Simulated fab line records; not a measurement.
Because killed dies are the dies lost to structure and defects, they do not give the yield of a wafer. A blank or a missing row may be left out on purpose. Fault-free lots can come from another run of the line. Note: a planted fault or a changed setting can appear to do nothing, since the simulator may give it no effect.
What tool caused it? :: flow n5_finfet :: Sampling: 11 lots, 33 wafers, 4 of 1938 route steps

## WHAT EACH GAUGE READ, for each wafer
N5_BEOL_M3_CD_MEAS_35: target cd 18 nm, target cd y 21 nm.
lot: L075
measured: day 8 08:40
on: cd_sem-03
cd_nm (nm): 17.87 17.86 18.04

lot: L079
measured: day 8 16:46
on: cd_sem-02
cd_nm (nm): 17.84 18.39 18.14

lot: L081
measured: day 9 14:43
on: cd_sem-03
cd_nm (nm): 18.24 17.62 18.31

lot: L083
measured: day 10 06:27
on: cd_sem-03
cd_nm (nm): 18.11 18.20 18.04

lot: L085
measured: day 11 06:35
on: cd_sem-03
cd_nm (nm): 17.74 18.38 18.50

lot: L087
measured: day 11 11:21
on: cd_sem-03
cd_nm (nm): 17.92 17.91 18.03

lot: L088
measured: day 12 01:08
on: cd_sem-02
cd_nm (nm): 17.97 18.60 18.03

lot: L091
measured: day 12 10:45
on: cd_sem-03
cd_nm (nm): 18.14 17.81 18.03

lot: L093
measured: day 12 21:28
on: cd_sem-01
cd_nm (nm): 18.19 18.22 18.45

lot: L095
measured: day 14 11:05
on: cd_sem-01
cd_nm (nm): 18.10 17.87 17.48

lot: L097
measured: day 14 21:17
on: cd_sem-01
cd_nm (nm): 18.14 17.29 18.08

## WHAT TOOL EACH LOT RAN ON (gives the tool, then ch and the chambers of the sampled wafers, and finally the start)
lot: L075
N5_BEOL_M3_STRIP_19: rie_diel-06 ch 0,3, day 7 16:18
N5_BEOL_M3_STRIP_36: rie_diel-02 ch 0,1,2, day 8 08:19
N5_BEOL_M3_STRIP_97: rie_diel-02 ch 0,1,2, day 8 08:40 or earlier

lot: L079
N5_BEOL_M3_STRIP_19: rie_diel-05 ch 0,1, day 8 09:27
N5_BEOL_M3_STRIP_36: rie_diel-02 ch 0,1,2, day 8 16:26
N5_BEOL_M3_STRIP_97: rie_diel-02 ch 0,1,2, day 8 16:46 or earlier

lot: L081
N5_BEOL_M3_STRIP_19: rie_diel-05 ch 1,3, day 9 10:20
N5_BEOL_M3_STRIP_36: rie_diel-02 ch 1,3, day 9 14:17
N5_BEOL_M3_STRIP_97: rie_diel-02 ch 1,3, day 9 14:43 or earlier

lot: L083
N5_BEOL_M3_STRIP_19: rie_diel-02 ch 0,2, day 9 15:04
N5_BEOL_M3_STRIP_36: rie_diel-02 ch 0,1,3, day 10 06:06
N5_BEOL_M3_STRIP_97: rie_diel-02 ch 0,1,3, day 10 06:27 or earlier

lot: L085
N5_BEOL_M3_STRIP_19: rie_diel-02 ch 1,2,3, day 10 17:29
N5_BEOL_M3_STRIP_36: rie_diel-06 ch 0,1,3, day 11 06:15
N5_BEOL_M3_STRIP_97: rie_diel-06 ch 0,1,3, day 11 06:35 or earlier

lot: L087
N5_BEOL_M3_STRIP_19: rie_diel-05 ch 0,1,2, day 10 18:10
N5_BEOL_M3_STRIP_36: rie_diel-06 ch 0,1,3, day 11 11:01
N5_BEOL_M3_STRIP_97: rie_diel-06 ch 0,1,3, day 11 11:21 or earlier

lot: L088
N5_BEOL_M3_STRIP_19: rie_diel-02 ch 0,1,2, day 11 08:21
N5_BEOL_M3_STRIP_36: rie_diel-02 ch 0,1,3, day 12 00:47
N5_BEOL_M3_STRIP_97: rie_diel-02 ch 0,1,3, day 12 01:08 or earlier

lot: L091
N5_BEOL_M3_STRIP_19: rie_diel-06 ch 0,3, day 11 16:19
N5_BEOL_M3_STRIP_36: rie_diel-02 ch 0,1,2, day 12 10:23
N5_BEOL_M3_STRIP_97: rie_diel-02 ch 0,1,2, day 12 10:45 or earlier

lot: L093
N5_BEOL_M3_STRIP_19: rie_diel-06 ch 2,3, day 12 12:44
N5_BEOL_M3_STRIP_36: rie_diel-02 ch 0,1,3, day 12 21:07
N5_BEOL_M3_STRIP_97: rie_diel-02 ch 0,1,3, day 12 21:28 or earlier

lot: L095
N5_BEOL_M3_STRIP_19: rie_diel-05 ch 1,2,3, day 13 11:41
N5_BEOL_M3_STRIP_36: rie_diel-06 ch 1,2, day 14 10:43
N5_BEOL_M3_STRIP_97: rie_diel-06 ch 1,2, day 14 11:05 or earlier

lot: L097
N5_BEOL_M3_STRIP_19: rie_diel-02 ch 1,2, day 14 04:28
N5_BEOL_M3_STRIP_36: rie_diel-06 ch 0,2, day 14 20:56
N5_BEOL_M3_STRIP_97: rie_diel-06 ch 0,2, day 14 21:17 or earlier
- N5_BEOL_M3_STRIP_19: strips in O2.
- N5_BEOL_M3_STRIP_36: strips in N2/H2.
- N5_BEOL_M3_STRIP_97: strips in N2/H2, time 10 s.

## THE ANSWER, worked out from the rows above alone
Rule: the usual values come from the lots themselves. The widest of any qualifying gaps counts: lots, ordered by their means at a reading, are off when they make up no more than a third of the lots, leave a main group of 4 or more, and stand apart from it by 3 or more times the standard deviation of that group's means. If all means in a main group match to the digits the tables above print for the reading, that group is not used. A lot without any number at a reading at which 4 lots or more have one is off too. The other lots that the step has rows for count as sound.
None of the lots is off at any reading shown; this tells nothing.

## WHAT THE SIMULATOR PUT IN
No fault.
